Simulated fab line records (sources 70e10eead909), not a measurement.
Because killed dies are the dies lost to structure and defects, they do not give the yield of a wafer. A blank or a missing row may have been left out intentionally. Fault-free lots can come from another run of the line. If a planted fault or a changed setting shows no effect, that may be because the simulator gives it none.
fab line records -- flow nand_harc
record lots=5, wafers=15, last_day=33
route steps=1302 shown A_STAIRCASE@869 END@1302
lots with no fault: from the same line, run without faults
start_h: the number of hours between the record's first day and the start of the first shown wafer of the lot -- wait_h: time in hours since the lot's previous step -- " unchanged from the row above -- L1.1+2: a single row standing in for several wafers -- - either no value or no given start -- * or withheld: withheld -- < > ~ a bound
route shown NAME@n: names a module that has steps shown in the file, with the first one's number in the route -- usual: mean/standard deviation taken from wafers without a fault -- same: alike in all rows -- chamber/n: place in a boat -- sites: each site's reading -- _std_site: the values' standard deviation -- _edge_site: inner sites' mean taken away from outer sites' mean -- radius_mm: for every site, how far away it sits from the centre of the wafer -- mask NAME#n: copy n -- behind: tool/chamber where the wafer was last shaped -- hold: why the lot was held/for how many hours/how that ended -- device: the transistor (n, p or np) that didn't switch -- end of line: the tests these same wafers got at the end of their route -- a step without rows: its recipe alone -- killed: the dies lost at the first sort to structure and to defects; this is not the yield of the wafer -- map: per-die view of a wafer (x killed, . not killed, _ where there is no die)
set.NAME: the setting that was run; set.NAME@STEP: the one run at that earlier step -- model.NAME: the simulator's own value behind a step, which no gauge read
lots at some steps of the route; a table a step, a row a wafer
services: the hour from which a tool's chamber was out of use, counted from the record's first day as start_h (under 0 if before that day), plus the number of hours and why
## steps
# step NHARC_A_STAIRCASE_DESCUM_443
# recipe time_s=3, o2_flow_sccm=200, ar_flow_sccm=0, bias_power_w=0, chemistry=O2
# usual drypump_motor_current_A=5.7/0.48, oes_product_au=1.002/0.016, rf_vpp_V=57.7/0.82, showerhead_plenum_p_Torr=1.90/0.048, throttle_valve_pct=11.311/0.0091
# same time_s=3
lot.wafer,tool,chamber,start_h,wait_h,drypump_motor_current_A,oes_product_au,rf_hours_counter_h,rf_vpp_V,showerhead_plenum_p_Torr,throttle_valve_pct
L531.1,rie_diel-01,3,468.16,-,5.6,1.017,24,58.0,1.87,11.299
L531.2,rie_diel-01,0,468.16,-,6.3,1.020,28,58.7,1.84,11.313
L531.3,rie_diel-01,1,468.16,-,4.8,0.994,25,58.1,1.89,11.308
L540.3,rie_diel-07,2,561.28,-,6.2,1.016,26,58.6,1.85,11.299
L540.4,rie_diel-07,0,561.28,-,5.5,1.012,22,59.3,1.98,11.305
L540.5,rie_diel-07,2,561.28,-,6.2,1.000,-,55.9,1.85,11.293
L543.4,rie_diel-07,3,587.62,-,4.9,0.981,30,57.2,1.88,11.302
L543.6,rie_diel-07,0,587.62,-,5.5,1.009,-,57.7,1.98,11.292
L543.5,rie_diel-07,1,587.62,-,6.2,1.013,-,56.4,1.94,11.306
L547.3,rie_diel-13,0,625.65,-,5.3,1.005,36,58.4,1.91,11.308
L547.2,rie_diel-13,2,625.65,-,5.9,0.987,28,58.6,1.84,11.297
L547.6,rie_diel-13,1,625.65,-,5.7,1.007,-,57.5,1.84,11.331
L549.3,rie_diel-13,1,648.60,-,5.7,1.006,33,58.5,1.84,11.300
L549.1,rie_diel-13,2,648.60,-,5.9,0.978,36,57.5,1.84,11.323
L549.2,rie_diel-13,0,648.60,-,5.4,1.001,42,58.8,1.91,11.303
# step NHARC_A_STAIRCASE_ETCH_444
# recipe target_depth_a=2.04e+05, time_s=6800, c4f8_flow_sccm=20, o2_flow_sccm=10, ar_flow_sccm=withheld, rf_w=600, bias_w=1000, chemistry=C4F8/O2
# usual oes_product_au=0.934/0.019, rf_vpp_V=805.9/2.8
# same time_s=6800
lot.wafer,tool,chamber,start_h,wait_h,oes_product_au,rf_hours_counter_h,rf_vpp_V
L531.2,rie_diel-01,0,468.71,0.5,0.946,29,801.6
L531.3,rie_diel-01,1,468.71,0.5,0.924,25,804.8
L531.1,rie_diel-01,2,468.71,0.5,0.934,20,807.6
L540.3,rie_diel-07,1,561.85,0.6,0.944,26,807.7
L540.4,rie_diel-07,2,561.85,0.6,0.938,27,804.4
L540.5,rie_diel-07,0,561.85,0.6,0.949,-,812.5
L543.4,rie_diel-07,0,589.11,1.5,0.929,35,810.3
L543.6,rie_diel-07,1,589.11,1.5,0.934,-,809.1
L543.5,rie_diel-07,2,589.11,1.5,0.925,-,803.7
L547.2,rie_diel-13,2,625.73,0.1,0.904,29,804.1
L547.3,rie_diel-13,0,625.73,0.1,0.922,37,807.3
L547.6,rie_diel-13,2,625.73,0.1,0.897,-,802.8
L549.3,rie_diel-13,2,648.70,0.1,0.907,37,803.3
L549.1,rie_diel-13,0,648.70,0.1,0.928,43,806.4
L549.2,rie_diel-13,1,648.70,0.1,0.935,34,802.4
# step NHARC_A_STAIRCASE_STRIP_446
# recipe power_w=1500, temp_c=250, chemistry=O2
# usual drypump_motor_current_A=5.7/0.39, heater_power_w=326/35
lot.wafer,tool,chamber,start_h,wait_h,drypump_motor_current_A,heater_power_w,rf_hours_counter_h
L531.2,plasma_asher-01,0,472.64,0.0,5.3,355,26
L531.1,plasma_asher-01,1,472.64,0.0,5.2,317,26
L531.3,plasma_asher-01,0,472.64,0.0,5.3,352,-
L540.4,plasma_asher-02,0,565.89,0.1,5.7,281,-
L540.3,plasma_asher-02,1,565.89,0.1,6.2,365,-
L540.5,plasma_asher-02,0,565.89,0.1,5.7,279,-
L543.4,plasma_asher-01,1,592.18,0.1,5.3,316,-
L543.5,plasma_asher-01,1,592.18,0.1,5.2,309,-
L543.6,plasma_asher-01,0,592.18,0.1,5.3,335,-
L547.2,plasma_asher-02,1,630.14,0.0,6.2,356,3
L547.3,plasma_asher-02,1,630.14,0.0,6.2,364,-
L547.6,plasma_asher-02,1,630.14,0.0,6.2,357,-
L549.2,plasma_asher-01,0,654.22,0.2,5.3,331,25
L549.1,plasma_asher-01,1,654.22,0.2,5.2,309,25
L549.3,plasma_asher-01,1,654.22,0.2,5.2,310,-
# step NHARC_A_STAIRCASE_STRIP_447
# recipe time_s=900, temp_c=130, chemistry=SPM
# step NHARC_A_STAIRCASE_PRECLEAN_448
# recipe time_s=*, temp_c=50, bath_age_min=0, chemistry=SC1
# step NHARC_A_STAIRCASE_SRD_449
# step NHARC_A_STAIRCASE_CMP_450
# recipe target_thk_nm=200, material=SiO2
# usual edge_zone_pressure_frac=1.000/0.0052, motor_current_A=12.0/1.1
lot.wafer,tool,chamber,start_h,wait_h,edge_zone_pressure_frac,motor_current_A
L531.3,cmp-01,2,473.45,-,1.000,10.8
L531.2,cmp-01,3,473.45,-,1.001,11.4
L531.1,cmp-01,0,473.45,-,1.003,14.1
L540.4,cmp-02,1,566.61,-,1.001,12.0
L540.3,cmp-02,0,566.61,-,1.000,13.4
L540.5,cmp-02,1,566.61,-,1.004,12.0
L543.4,cmp-02,0,592.90,-,0.999,13.7
L543.5,cmp-02,3,592.90,-,1.006,10.1
L543.6,cmp-02,0,592.90,-,0.996,12.5
L547.2,cmp-01,3,630.99,-,0.995,11.0
L547.3,cmp-01,0,630.99,-,0.993,13.8
L547.6,cmp-01,1,630.99,-,0.999,12.6
L549.3,cmp-01,1,655.03,-,0.997,12.0
L549.1,cmp-01,2,655.03,-,1.004,10.9
L549.2,cmp-01,3,655.03,-,0.998,10.8
# step NHARC_A_STAIRCASE_CMP_152
# usual edge_zone_pressure_frac=1.000/0.0053, motor_current_A=11.9/1.1
lot.wafer,tool,chamber,start_h,wait_h,edge_zone_pressure_frac,motor_current_A
L531.3,cmp-01,2,473.52,0.1,1.001,11.4
L531.2,cmp-01,3,473.52,0.1,1.000,11.1
L531.1,cmp-01,0,473.52,0.1,0.996,13.5
L540.4,cmp-02,1,566.68,0.1,0.996,11.8
L540.3,cmp-02,0,566.68,0.1,1.002,12.4
L540.5,cmp-02,1,566.68,0.1,1.000,12.3
L543.4,cmp-02,0,592.97,0.1,0.997,12.5
L543.5,cmp-02,3,592.97,0.1,1.004,10.4
L543.6,cmp-02,0,592.97,0.1,1.006,12.5
L547.2,cmp-01,3,631.06,0.1,0.989,11.5
L547.3,cmp-01,0,631.06,0.1,0.990,13.6
L547.6,cmp-01,1,631.06,0.1,0.999,12.8
L549.3,cmp-01,1,655.10,0.1,1.004,12.4
L549.1,cmp-01,2,655.10,0.1,1.018,10.8
L549.2,cmp-01,3,655.10,0.1,0.996,11.1
# step NHARC_A_STAIRCASE_SRD_154
# step NHARC_A_STAIRCASE_ETCH_403
# recipe target_depth_a=1082, chemistry=dHF, material=SiO2
# step NHARC_A_STAIRCASE_ETCHBACK_422
# recipe target_depth_a=400, over_etch_frac=0.3, time_s=74.286, ion_energy_ev=120, ch3f_flow_sccm=50, o2_flow_sccm=30, ar_flow_sccm=200, rf_w=500, bias_w=100, chemistry=CH3F/O2
# usual drypump_motor_current_A=5.7/0.48, oes_product_au=0.95/0.034, over_etch_frac=0.3/0, rf_vpp_V=243.9/1.1, showerhead_plenum_p_Torr=2.42/0.053, throttle_valve_pct=20.664/0.0085
# same time_s=74.286
lot.wafer,tool,chamber,start_h,wait_h,drypump_motor_current_A,oes_product_au,over_etch_frac,rf_hours_counter_h,rf_vpp_V,showerhead_plenum_p_Torr,throttle_valve_pct
L531.2,rie_diel-13,3,474.00,0.1,6.2,0.94,0.3,42,243.1,2.42,20.665
L531.1,rie_diel-13,0,474.00,0.1,5.4,0.92,0.3,42,244.8,2.47,20.666
L531.3,rie_diel-13,1,474.00,0.1,5.7,0.93,0.3,43,243.6,2.38,20.675
L540.4,rie_diel-07,0,567.16,0.2,5.5,1.01,0.3,27,245.5,2.54,20.643
L540.3,rie_diel-07,1,567.16,0.2,6.3,1.00,0.3,30,246.5,2.50,20.669
L540.5,rie_diel-07,3,567.16,0.2,5.0,1.00,0.3,-,243.2,2.42,20.663
L543.4,rie_diel-07,0,593.45,0.2,5.5,1.01,0.3,37,246.9,2.54,20.654
L543.5,rie_diel-07,2,593.45,0.2,6.2,0.99,0.51046,-,242.7,2.38,20.653
L543.6,rie_diel-07,3,593.45,0.2,5.0,0.98,0.3,-,243.7,2.42,20.651
L547.3,rie_diel-01,1,631.51,0.2,4.8,0.92,0.3,20,242.4,2.41,20.658
L547.2,rie_diel-01,2,631.51,0.2,5.3,0.92,0.3,21,243.9,2.43,20.666
L547.6,rie_diel-01,0,631.51,0.2,6.3,0.94,0.3,-,244.4,2.34,20.664
L549.2,rie_diel-01,1,655.57,0.1,4.8,0.91,0.3,27,244.7,2.40,20.668
L549.1,rie_diel-01,3,655.57,0.1,5.6,0.95,0.3,29,241.9,2.39,20.665
L549.3,rie_diel-01,0,655.57,0.1,6.3,0.95,0.3,28,242.6,2.34,20.662
# step NHARC_A_STAIRCASE_ETCH_423
# recipe target_depth_a=300, chemistry=dHF, material=SiO2
# step NHARC_END_SORT_01
# recipe temp_c=25
# usual killed_at_array=55/17, killed_at_other=0.9/1.2, killed_at_periphery=3.7/2.5, killed_dies=59/18, killed_open=3.4/1.9, killed_short=2.6/1.6
# same gross_dies=677
lot.wafer,tool,chamber,start_h,wait_h,killed_at_array,killed_at_other,killed_at_periphery,killed_dies,killed_open,killed_short
L543.4,prober-01,0,741.56,3.4,45,2,5,52,3,5
# killed by level:class
L543.4 A_SLIT:chamber_film_flake=18 A_CHANNEL_HOLE_D1:chamber_film_flake=5 P_GATE:chamber_film_flake=4 A_CHANNEL_HOLE_D2:chamber_film_flake=4 A_STAIRCASE:chamber_film_flake=4 A_CONTACT:chamber_film_flake=4 A_ONON_D1:geometric_particle:short=2 THIN_TSV:chamber_film_flake=2
## services
tool,chamber,start_h,hours,kind
rie_diel-07,0,450.58,-,clean
rie_diel-07,1,450.58,-,clean
rie_diel-07,2,450.58,-,clean
rie_diel-07,3,450.58,-,clean
rie_diel-07,-,471.41,9.0,pm
rie_diel-07,0,471.41,9.0,vent_cycle
cmp-01,-,479.50,4.0,pm
cmp-01,-,512.61,1.2,repair
rie_diel-13,-,519.00,9.0,pm
plasma_asher-01,-,519.28,9.0,pm
cmp-02,-,528.39,4.0,pm
rie_diel-01,-,539.76,0.4,repair
rie_diel-01,-,560.59,9.0,pm
cmp-01,-,577.50,4.0,pm
cmp-02,-,581.31,1.3,repair
cmp-02,-,586.97,0.3,repair
rie_diel-07,3,594.49,7.4,repair
plasma_asher-02,-,603.16,9.0,pm
plasma_asher-02,-,616.78,11.3,repair
plasma_asher-01,-,626.38,27.8,repair
cmp-02,-,626.39,4.0,pm
plasma_asher-02,-,641.13,8.8,repair
rie_diel-07,-,648.41,9.0,pm
rie_diel-13,3,648.51,3.9,repair
## key
first_sign step=NHARC_A_STAIRCASE_ETCHBACK_422, reading=over_etch_frac, direction=up, sigmas=99+, usual=0.3, struck=0.51046
effect none on later readings
met_at NHARC_A_STAIRCASE_ETCHBACK_422
struck_wafers L543.5
tester_left_out L543
fault kind=process_parameter_drift, tool=rie_diel-07, chamber=2, onset_h=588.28, steps=NHARC_A_STAIRCASE_ETCHBACK_422, channel=over_etch_frac, offset=0.21046, shape=step, end_h=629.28, acts_in=these_recipes_only, stated=0.3
# tester_left_out: of these lots the tester's yield and bins aren't shown, on N5 and GAA mostly nor the transistor test; their killed dies are dies lost to structure and defects alone, not to doping, threshold or leakage, so they don't give the yield
